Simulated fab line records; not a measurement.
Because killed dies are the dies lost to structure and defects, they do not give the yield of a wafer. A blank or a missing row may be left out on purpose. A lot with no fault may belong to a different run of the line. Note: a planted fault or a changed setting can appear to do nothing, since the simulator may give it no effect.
Which tool did it? / flow n5 finfet / 33 wafers from 11 lots sampled at 4 of the route's 1938 steps

WHAT EACH GAUGE READ, for each wafer
N5_BEOL_M5_OCD_MEAS_38.
lot=L326; measured=day 9 06:12; on=ocd-02; trench depth nm (nm)=69.9 70.7 70.9
lot=L328; measured=day 9 15:46; on=ocd-01; trench depth nm (nm)=71.1 70.5 69.8
lot=L329; measured=day 10 06:53; on=ocd-02; trench depth nm (nm)=71.7 71.6 70.0
lot=L332; measured=day 10 11:54; on=ocd-02; trench depth nm (nm)=71.2 70.1 72.4
lot=L331; measured=day 10 15:58; on=ocd-01; trench depth nm (nm)=47.1 46.2 71.5
lot=L333; measured=day 11 06:07; on=ocd-01; trench depth nm (nm)=46.0 46.5 70.2
lot=L338; measured=day 11 14:20; on=ocd-01; trench depth nm (nm)=70.8 46.5 48.4
lot=L343; measured=day 12 21:43; on=ocd-01; trench depth nm (nm)=70.2 71.0 70.3
lot=L342; measured=day 13 08:06; on=ocd-02; trench depth nm (nm)=72.7 72.1 71.7
lot=L345; measured=day 14 08:55; on=ocd-01; trench depth nm (nm)=69.9 70.1 70.7
lot=L347; measured=day 14 11:15; on=ocd-01; trench depth nm (nm)=71.3 71.5 72.2

WHAT TOOL EACH LOT RAN ON (gives the tool, then ch and the chambers of the sampled wafers, and finally the start)
lot=L326; N5_BEOL_M5_ETCH_75=rie diel-04 ch 1,2, day 9 05:49; N5_BEOL_M5_TRENCH_ETCH_37=rie diel-04 ch 1,2, day 9 06:03; N5_BEOL_M5_ETCH_41=rie diel-04 ch 1,2, day 9 06:12 or earlier
lot=L328; N5_BEOL_M5_ETCH_75=rie diel-04 ch 1,3, day 9 15:22; N5_BEOL_M5_TRENCH_ETCH_37=rie diel-04 ch 1,3, day 9 15:36; N5_BEOL_M5_ETCH_41=rie diel-04 ch 1,3, day 9 15:46 or earlier
lot=L329; N5_BEOL_M5_ETCH_75=rie diel-04 ch 0,2,3, day 10 06:31; N5_BEOL_M5_TRENCH_ETCH_37=rie diel-04 ch 0,2,3, day 10 06:44; N5_BEOL_M5_ETCH_41=rie diel-04 ch 0,2,3, day 10 06:53 or earlier
lot=L332; N5_BEOL_M5_ETCH_75=rie diel-03 ch 0,2,3, day 10 11:31; N5_BEOL_M5_TRENCH_ETCH_37=rie diel-03 ch 0,2,3, day 10 11:45; N5_BEOL_M5_ETCH_41=rie diel-03 ch 0,2,3, day 10 11:54 or earlier
lot=L331; N5_BEOL_M5_ETCH_75=rie diel-04 ch 0,2, day 10 15:34; N5_BEOL_M5_TRENCH_ETCH_37=rie diel-04 ch 0,2, day 10 15:48; N5_BEOL_M5_ETCH_41=rie diel-04 ch 0,2, day 10 15:58 or earlier
lot=L333; N5_BEOL_M5_ETCH_75=rie diel-04 ch 0,2,3, day 11 05:44; N5_BEOL_M5_TRENCH_ETCH_37=rie diel-04 ch 0,2,3, day 11 05:58; N5_BEOL_M5_ETCH_41=rie diel-04 ch 0,2,3, day 11 06:07 or earlier
lot=L338; N5_BEOL_M5_ETCH_75=rie diel-04 ch 0,2,3, day 11 13:57; N5_BEOL_M5_TRENCH_ETCH_37=rie diel-04 ch 0,2,3, day 11 14:11; N5_BEOL_M5_ETCH_41=rie diel-04 ch 0,2,3, day 11 14:20 or earlier
lot=L343; N5_BEOL_M5_ETCH_75=rie diel-03 ch 0,3, day 12 21:19; N5_BEOL_M5_TRENCH_ETCH_37=rie diel-03 ch 0,3, day 12 21:34; N5_BEOL_M5_ETCH_41=rie diel-03 ch 0,3, day 12 21:43 or earlier
lot=L342; N5_BEOL_M5_ETCH_75=rie diel-02 ch 0,2, day 13 07:43; N5_BEOL_M5_TRENCH_ETCH_37=rie diel-02 ch 0,2, day 13 07:57; N5_BEOL_M5_ETCH_41=rie diel-02 ch 0,2, day 13 08:06 or earlier
lot=L345; N5_BEOL_M5_ETCH_75=rie diel-04 ch 2,3, day 14 08:32; N5_BEOL_M5_TRENCH_ETCH_37=rie diel-04 ch 2,3, day 14 08:46; N5_BEOL_M5_ETCH_41=rie diel-04 ch 2,3, day 14 08:55 or earlier
lot=L347; N5_BEOL_M5_ETCH_75=rie diel-04 ch 1,2, day 14 10:52; N5_BEOL_M5_TRENCH_ETCH_37=rie diel-04 ch 1,2, day 14 11:06; N5_BEOL_M5_ETCH_41=rie diel-04 ch 1,2, day 14 11:15 or earlier
- N5_BEOL_M5_ETCH_75: etches underlayer in N2/H2, target depth 6.5 nm, time 5.2 s.
- N5_BEOL_M5_TRENCH_ETCH_37: etches SiCOH lowk in C4F6/O2, target depth 71.652 nm, time 24.7 s.
- N5_BEOL_M5_ETCH_41: etches SiCN in CH3F/O2, target depth 31.5 nm, time 56.7 s.

THE ANSWER, worked out from the rows above alone
Rule: what is usual is taken from the lots themselves. The widest of any qualifying gaps counts: lots, ordered by their means at a reading, are off when they make up no more than a third of the lots, leave a main group of 4 or more, and stand apart from it by 3 or more times the standard deviation of that group's means. The tables above print the reading to a certain number of digits; a main group whose means all agree to those digits is not used. A lot without any number at a reading at which 4 lots or more have one is off too. Any other lot the step has rows for is counted as sound.
Off: L331, L333, L338, at N5_BEOL_M5_OCD_MEAS_38 (trench depth nm). For the main group the mean is 71.0 nm and the standard deviation 0.64.
If a tool, at a process step before that reading, ran all the lots that are off and no sound lot after the first of them, it fits. The gauges at N5_BEOL_M5_OCD_MEAS_38 are tried like those tools. Because N5_BEOL_M5_ETCH_41 lacks a start for some lots, the hours and order of its lots are taken from N5_BEOL_M5_OCD_MEAS_38. Not one of the candidates tried fits.

WHAT HAD BEEN PUT IN BY THE SIMULATOR
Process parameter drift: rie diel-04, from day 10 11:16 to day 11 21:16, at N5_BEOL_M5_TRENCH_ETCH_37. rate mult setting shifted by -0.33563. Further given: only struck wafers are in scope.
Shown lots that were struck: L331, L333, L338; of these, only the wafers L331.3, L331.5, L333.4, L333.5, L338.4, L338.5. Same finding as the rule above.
